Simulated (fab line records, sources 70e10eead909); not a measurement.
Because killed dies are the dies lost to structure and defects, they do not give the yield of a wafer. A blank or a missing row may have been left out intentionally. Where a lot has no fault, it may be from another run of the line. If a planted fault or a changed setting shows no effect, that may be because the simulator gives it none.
Chamber matching | flow nand_harc | 4 sister chambers for NHARC_A_STAIRCASE_ETCH_292 on rie_diel-13
The step etches the open film in CF4/CHF3. 14 wafers are shown with their chamber, then 7 later ones without.

## EACH WAFER AND ITS CHAMBER
wafer  | chamber | showerhead_plenum_p_Torr (Torr) | drypump_motor_current_A (A) | rf_vpp_V (V)
L081.3 | 1       | 1.58                            | 6.4                         | 370.0
L081.4 | 3       | 1.64                            | 5.0                         | 372.5
L081.6 | 2       | 1.62                            | 5.9                         | 372.3
L084.2 | 0       | 1.47                            | 6.1                         | 369.1
L084.3 | 1       | 1.58                            | 6.3                         | 371.7
L084.5 | 2       | 1.62                            | 6.0                         | 372.1
L086.2 | 2       | 1.62                            | 6.0                         | 373.3
L086.3 | 3       | 1.64                            | 5.0                         | 373.5
L086.5 | 3       | 1.64                            | 5.0                         | 372.6
L090.3 | 3       | 1.63                            | 5.0                         | 372.9
L090.4 | 1       | 1.58                            | 6.4                         | 371.0
L090.5 | 2       | 1.62                            | 6.0                         | 371.1
L089.2 | 2       | 1.62                            | 6.0                         | 373.4
L089.3 | 0       | 1.47                            | 6.1                         | 367.2

SIGNATURES, as means of the wafers listed above
reading                  | chamber 0 | chamber 1 | chamber 2 | chamber 3 | scatter within a chamber
showerhead_plenum_p_Torr | 1.4700    | 1.5800    | 1.6200    | 1.6375    | 0.00274
drypump_motor_current_A  | 6.100     | 6.367     | 5.980     | 5.000     | 0.0383
rf_vpp_V                 | 368.150   | 370.900   | 372.440   | 372.875   | 0.864
Rule: a wafer lies at a distance from a chamber equal to the root of the sum of squares, over the readings, of (its reading less the chamber's mean, divided by the reading's scatter). The wafer belongs to the nearest chamber; if the next one is less than 2 further off, it can't be placed. The scatter: the root of (the sum of the squares of (reading less its chamber's mean) over the shown wafers, divided by (wafers less chambers)).

## WAFERS WHOSE CHAMBER IS MISSING
wafer  | showerhead_plenum_p_Torr (Torr) | drypump_motor_current_A (A) | rf_vpp_V (V)
L089.5 | 1.47                            | 6.1                         | 365.9
L091.1 | 1.62                            | 5.9                         | 372.6
L091.2 | 1.63                            | 5.0                         | 372.0
L091.5 | 1.46                            | 6.1                         | 367.5
L093.1 | 1.46                            | 6.1                         | 365.7
L093.3 | 1.62                            | 5.9                         | 372.5
L093.5 | 1.63                            | 5.0                         | 372.4

## EACH ONE'S CHAMBER
wafer  | from the rows above | in truth
L089.5 | 0                   | 0
L091.1 | 2                   | 2
L091.2 | 3                   | 3
L091.5 | 0                   | 0
L093.1 | 0                   | 0
L093.3 | 2                   | 2
L093.5 | 3                   | 3
Correctly placed: 7 of 7. Not placeable from these rows: 0. Placed wrongly: 0.
